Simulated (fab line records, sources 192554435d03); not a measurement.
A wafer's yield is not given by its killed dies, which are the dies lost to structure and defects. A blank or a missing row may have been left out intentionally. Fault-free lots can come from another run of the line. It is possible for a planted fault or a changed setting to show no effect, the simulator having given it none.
The tool behind it: which one? ; flow n5Finfet ; 9 lots with 27 wafers sampled at 7 steps, on a route of 1938 steps

== WHAT EACH GAUGE READ, for each wafer ==
N5_BEOL_M7_CD_MEAS_28: the cd target is 40 nm. Usual: cdNm at 39.98 nm, with a standard deviation of 0.26.
lot;measured;on;cdNm (nm);flag
L141;day 9 15:59;cdSem-03;40.42 40.45 40.12;
L146;day 10 22:29;cdSem-02;39.79 39.93 40.56;
L152;day 11 17:05;cdSem-03;40.22 40.19 40.17;
L153;day 12 10:46;cdSem-02;40.11 40.22 39.68;
L154;day 12 12:53;cdSem-02;39.69 39.45 39.98;
L158;day 13 11:28;cdSem-02;39.89 39.77 39.78;
L159;day 13 16:50;cdSem-02;39.92 40.14 40.32;
L160;day 14 11:57;cdSem-02;39.80 40.07 40.23;
L161;day 14 19:58;cdSem-03;39.56 40.02 40.31;

N5_BEOL_M7_OCD_MEAS_38. Usual: trenchDepthNm at 93.9 nm, with a standard deviation of 2.
lot;measured;on;trenchDepthNm (nm);flag
L141;day 9 16:32;ocd-02;91.8 94.6 94.5;
L146;day 10 23:22;ocd-01;95.9 95.8 94.7;
L152;day 11 17:40;ocd-01;84.2 86.7 86.0;OFF
L153;day 12 11:47;ocd-01;85.9 81.6 82.3;OFF
L154;day 12 13:26;ocd-01;82.3 85.5 85.1;OFF
L158;day 13 12:11;ocd-02;95.5 92.6 92.2;
L159;day 13 17:23;ocd-02;93.7 96.0 95.2;
L160;day 14 12:36;ocd-02;94.4 96.8 98.5;
L161;day 14 20:43;ocd-02;94.4 93.4 93.0;

N5_BEOL_M7_CD_MEAS_35: the cd target is 40 nm. Usual: cdNm at 40.3 nm, with a standard deviation of 0.58.
lot;measured;on;cdNm (nm);flag
L141;day 9 16:42;cdSem-03;41.1 39.7 39.5;
L146;day 10 23:31;cdSem-03;40.7 40.7 40.3;
L152;day 11 17:49;cdSem-01;40.8 40.5 39.5;
L153;day 12 11:57;cdSem-02;40.9 41.3 41.0;
L154;day 12 13:35;cdSem-02;40.1 39.5 39.9;
L158;day 13 12:20;cdSem-02;40.7 40.9 40.7;
L159;day 13 17:32;cdSem-02;40.8 40.5 40.4;
L160;day 14 12:46;cdSem-02;39.8 40.7 40.0;
L161;day 14 20:52;cdSem-03;39.6 39.8 39.5;

N5_BEOL_M7_THK_MEAS_53: measures by xrf. Usual: M7_THK typically reads 81.0 nm, with standard deviation 2.2.
lot;measured;on;M7_THK (nm);flag
L141;day 9 18:59;filmMetro-01;79.1 82.4 81.4;
L146;day 11 03:07;filmMetro-01;82.4 82.7 82.2;
L152;day 11 21:10;filmMetro-01;69.9 72.5 72.8;OFF
L153;day 12 15:22;filmMetro-02;73.6 68.5 70.1;OFF
L154;day 12 15:46;filmMetro-02;70.8 75.1 73.2;OFF
L158;day 13 14:38;filmMetro-01;82.0 79.8 78.2;
L159;day 13 21:31;filmMetro-02;79.3 83.8 81.2;
L160;day 14 15:35;filmMetro-02;81.9 82.6 86.0;
L161;day 15 00:27;filmMetro-01;82.0 79.4 80.3;

N5_BEOL_M7_RS_MEAS_57: measures by four-point-probe. Usual: M7_RS typically reads 0.285 ohm/sq, with standard deviation 0.0091.
lot;measured;on;M7_RS (ohm/sq);flag
L141;day 9 19:07;filmMetro-01;0.294 0.280 0.284;
L146;day 11 03:15;filmMetro-01;0.281 0.278 0.281;
L152;day 11 21:20;filmMetro-01;0.335 0.323 0.321;OFF
L153;day 12 15:30;filmMetro-02;0.321 0.355 0.343;OFF
L154;day 12 15:54;filmMetro-02;0.336 0.313 0.322;OFF
L158;day 13 14:46;filmMetro-01;0.275 0.285 0.291;
L159;day 13 21:39;filmMetro-01;0.290 0.273 0.281;
L160;day 14 15:43;filmMetro-01;0.280 0.278 0.266;
L161;day 15 00:35;filmMetro-02;0.277 0.287 0.285;

== TOOL THAT RAN EACH LOT (tool first, then ch and the chambers of the sampled wafers, then the start) ==
lot;N5_BEOL_M7_ETCH_66;N5_BEOL_M7_TRENCH_ETCH_37
L141;rieDiel-06 ch 0,2, day 9 16:11;rieDiel-06 ch 0,2, day 9 16:23
L146;rieDiel-06 ch 0,1, day 10 23:01;rieDiel-06 ch 0,1, day 10 23:13
L152;rieDiel-06 ch 0,1,3, day 11 17:19;rieDiel-06 ch 0,1,3, day 11 17:31
L153;rieDiel-06 ch 0,3, day 12 11:26;rieDiel-06 ch 0,3, day 12 11:38
L154;rieDiel-06 ch 1,2, day 12 13:05;rieDiel-06 ch 1,2, day 12 13:16
L158;rieDiel-03 ch 1,2,3, day 13 11:50;rieDiel-03 ch 1,2,3, day 13 12:01
L159;rieDiel-05 ch 0,1,3, day 13 17:02;rieDiel-05 ch 0,1,3, day 13 17:13
L160;rieDiel-05 ch 1,2,3, day 14 12:15;rieDiel-05 ch 1,2,3, day 14 12:26
L161;rieDiel-05 ch 0,3, day 14 20:22;rieDiel-05 ch 0,3, day 14 20:33
- N5_BEOL_M7_ETCH_66: etches SOC in N2/H2, target depth 80 nm, overetch 16 nm, time 120 s.
- N5_BEOL_M7_TRENCH_ETCH_37: etches SiCOH lowk in C4F6/O2, target depth 93.478 nm, time 31.2 s.

== AS READ BY THE TOOLS THEMSELVES (means over the sampled wafers that have a number; for cases with no such wafer, the mark the record gives instead) ==
N5_BEOL_M7_ETCH_66. Usual: drypumpMotorCurrentA 5.41 A, standard deviation 0.29; oesProductAu 0.61 a.u., standard deviation 0.073; rfFwdPowerW 835 W, standard deviation 3.1; rfVppV 524.3 V, standard deviation 1.9; showerheadPlenumPTorr 2.56 Torr, standard deviation 0.065; throttleValvePct 17.79 %, standard deviation 0.26.
lot;tool;drypumpMotorCurrentA (A);oesProductAu (a.u.);rfFwdPowerW (W);rfVppV (V);showerheadPlenumPTorr (Torr);throttleValvePct (%);flag
L141;rieDiel-06;5.35;0.55;831;526.0;2.63;18.07;
L146;rieDiel-06;5.22;0.60;833;526.6;2.64;17.77;
L152;rieDiel-06;5.27;0.59;832;524.8;2.60;17.85;
L153;rieDiel-06;5.24;0.54;834;524.5;2.57;18.04;
L154;rieDiel-06;5.59;0.63;829;524.4;2.58;17.86;
L158;rieDiel-03;5.24;0.66;835;525.9;2.59;17.71;
L159;rieDiel-05;5.25;0.63;836;523.2;2.53;17.78;
L160;rieDiel-05;5.50;0.62;835;523.2;2.52;17.71;
L161;rieDiel-05;5.22;0.58;835;523.6;2.54;17.99;

N5_BEOL_M7_TRENCH_ETCH_37. Usual: value, then standard deviation, for each; drypumpMotorCurrentA 5.41 A / 0.29; oes_f_703_au 0.79 a.u. / 0.098; oesProductAu 0.80 a.u. / 0.1; rfFwdPowerW 340.5 W / 1.9; rfVppV 668 V / 9.6; showerheadPlenumPTorr 2.87 Torr / 0.074; throttleValvePct 20.87 % / 0.2.
lot;tool;drypumpMotorCurrentA (A);oes_f_703_au (a.u.);oesProductAu (a.u.);rfFwdPowerW (W);rfVppV (V);showerheadPlenumPTorr (Torr);throttleValvePct (%);flag
L141;rieDiel-06;5.35;0.74;0.73;338.3;672;2.91;20.99;
L146;rieDiel-06;5.21;0.79;0.80;337.7;672;2.95;20.83;
L152;rieDiel-06;5.28;0.55;0.73;256.1;776;2.90;20.92;OFF
L153;rieDiel-06;5.25;0.50;0.66;258.7;784;2.87;21.04;OFF
L154;rieDiel-06;5.61;0.59;0.79;255.9;764;2.88;20.93;OFF
L158;rieDiel-03;5.23;0.86;0.87;340.1;671;2.90;20.86;
L159;rieDiel-05;5.26;0.81;0.83;340.7;665;2.83;20.84;
L160;rieDiel-05;5.48;0.80;0.82;339.8;665;2.83;20.80;
L161;rieDiel-05;5.21;0.75;0.77;341.7;667;2.85;21.02;

== THE ANSWER, worked out from the rows above alone ==
Rule: a lot is off if the mean of its wafers that have a number lies more than 3 standard deviations from the usual mean. A lot without any number at a reading at which 4 lots or more have one is off too. Any other lot the step has rows for is counted as sound. First the gauges in route order, then the tools' own readings, where a lot's mean is used as printed above. At the first step where some lot is off, the reading lying furthest off is the one used; lots without a number count as furthest.
Off at N5_BEOL_M7_OCD_MEAS_38 (trenchDepthNm): L152, L153, L154.
If a tool, at a process step before that reading, ran all the lots that are off and no sound lot after the first of them, it fits. Not tried: the gauges at N5_BEOL_M7_OCD_MEAS_38; whatever is off there is also off at N5_BEOL_M7_THK_MEAS_53, on other tools, and gauge error can't account for it. One candidate fits, namely rieDiel-06 at N5_BEOL_M7_ETCH_66 and N5_BEOL_M7_TRENCH_ETCH_37. At N5_BEOL_M7_ETCH_66 its last sound lot is L146 (day 10 23:01), its first lot that is off L152 (day 11 17:19): a fault that began between those two fits.

== WHAT WAS PUT IN BY THE SIMULATOR ==
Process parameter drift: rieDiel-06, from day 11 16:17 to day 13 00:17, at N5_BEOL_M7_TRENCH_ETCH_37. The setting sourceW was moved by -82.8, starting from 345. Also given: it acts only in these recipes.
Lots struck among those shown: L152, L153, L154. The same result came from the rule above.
